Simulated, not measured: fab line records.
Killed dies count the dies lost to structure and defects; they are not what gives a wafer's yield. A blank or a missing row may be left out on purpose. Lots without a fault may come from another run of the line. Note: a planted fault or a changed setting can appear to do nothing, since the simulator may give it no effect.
Matching of chambers    flow nand harc    rie diel-07 running NHARC_A_STAIRCASE_DESCUM_186: 4 sister chambers
The step chemistry O2, time 3 s. 16 wafers are shown with their chamber, then 8 later ones without.

## WAFERS WITH THEIR CHAMBER
wafer   chamber  drypump motor current A (A)  showerhead plenum p Torr (Torr)  rf vpp V (V)
L077.1  0        5.3                          1.78                             55.6
L077.3  2        6.8                          1.89                             57.7
L077.5  2        6.8                          1.89                             58.4
L079.1  0        5.3                          1.78                             57.3
L079.4  1        6.3                          1.98                             59.3
L079.5  3        5.4                          2.06                             57.9
L081.2  2        6.8                          1.89                             57.7
L081.5  2        6.7                          1.89                             58.3
L081.6  1        6.3                          1.98                             58.1
L084.1  0        5.3                          1.78                             56.9
L084.5  2        6.7                          1.88                             58.0
L084.6  1        6.4                          1.98                             58.5
L091.2  0        5.3                          1.77                             56.2
L091.3  1        6.3                          1.97                             57.4
L091.4  3        5.4                          2.05                             58.2
L095.2  1        6.3                          1.97                             57.0

SIGNATURES (means of the wafers above)
reading                   chamber 0  chamber 1  chamber 2  chamber 3  scatter within a chamber
drypump motor current A   5.300      6.320      6.760      5.400      0.0408
showerhead plenum p Torr  1.7775     1.9760     1.8880     2.0550     0.0052
rf vpp V                  56.500     58.060     58.020     58.050     0.675
Rule: a wafer lies at a distance from a chamber equal to the root of the sum of squares, over the readings, of (its reading less the chamber's mean, divided by the reading's scatter). If the next closest chamber is less than 2 further off than the closest, the wafer can't be placed; otherwise it belongs to the closest. The scatter is the square root of a quotient: the sum, over the shown wafers, of each reading's squared deviation from its chamber's mean, divided by wafers minus chambers.

## WAFERS WHOSE CHAMBER IS MISSING
wafer   drypump motor current A (A)  showerhead plenum p Torr (Torr)  rf vpp V (V)
L095.4  5.3                          1.77                             57.6
L095.6  6.3                          1.97                             58.6
L096.1  6.8                          1.88                             57.2
L096.3  6.3                          1.97                             59.5
L096.5  6.3                          1.97                             58.6
L097.2  6.7                          1.88                             58.6
L097.3  6.3                          1.97                             57.8
L097.4  5.3                          1.77                             58.9

## THE CHAMBER EACH PASSED THROUGH
wafer   from the rows above  in truth
L095.4  0                    0
L095.6  1                    1
L096.1  2                    2
L096.3  1                    1
L096.5  1                    1
L097.2  2                    2
L097.3  1                    1
L097.4  0                    0
Correctly placed: 8 of 8. From these rows, 0 cannot be placed. Number placed wrongly: 0.
